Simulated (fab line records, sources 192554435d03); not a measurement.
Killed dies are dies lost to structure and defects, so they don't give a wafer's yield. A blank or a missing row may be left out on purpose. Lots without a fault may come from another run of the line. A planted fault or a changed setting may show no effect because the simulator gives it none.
Chamber matching | flow n5_finfet | N5_GATE_CUT_CMP_02 on cmp-04: 4 sister chambers
The step polishes, stops on SiO2, t overpolish 12.7 s, target thk 0 nm. 8 wafers are shown with their chamber, then 8 later ones without.

WAFERS WITH THEIR CHAMBER
wafer  | chamber | motor_current_A (A) | time_to_endpoint_s (s)
L084.2 | 3       | 8.9                 | 27.4
L088.1 | 3       | 8.0                 | 25.0
L088.3 | 1       | 9.9                 | 25.1
L088.4 | 2       | 8.5                 | 22.5
L092.1 | 1       | 9.4                 | 21.8
L092.4 | 0       | 7.7                 | 30.1
L092.6 | 0       | 8.3                 | 31.7
L093.1 | 2       | 8.5                 | 29.3

WAFERS WITHOUT THEIR CHAMBER
wafer  | motor_current_A (A) | time_to_endpoint_s (s)
L093.2 | 7.9                 | 33.5
L093.6 | 8.3                 | 26.3
L094.2 | 8.1                 | 31.0
L094.3 | 9.3                 | 25.0
L094.6 | 9.4                 | 23.3
L097.1 | 8.5                 | 30.0
L097.2 | 7.4                 | 31.2
L097.4 | 9.0                 | 28.7

WHICH CHAMBER EACH WENT THROUGH
wafer  | from the rows above               | in truth
L093.2 | can't be placed: 0 or 3           | 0
L093.6 | can't be placed: 3 or 2 or 0      | 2
L094.2 | can't be placed: 0 or 3 or 2      | 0
L094.3 | can't be placed: 1 or 2 or 3      | 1
L094.6 | can't be placed: 1 or 2 or 3      | 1
L097.1 | can't be placed: 0 or 3 or 2      | 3
L097.2 | can't be placed: 0 or 3 or 2      | 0
L097.4 | can't be placed: 2 or 3 or 1 or 0 | 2
Placed correctly: 0 of 8. Can't be placed from these rows: 8 (the true chamber is among the candidates in 8). Placed wrongly: 0.
How it was worked out, from the rows above alone: a wafer's distance from a chamber is the root of the sum, over the readings, of the square of ((its reading less the chamber's mean) divided by the reading's scatter). The wafer belongs to the nearest chamber; if the next one is less than 2 further off, it can't be placed. A chamber's mean is the mean of its shown wafers. The scatter: the root of (the sum of the squares of (reading less its chamber's mean) over the shown wafers, divided by (wafers less chambers)).
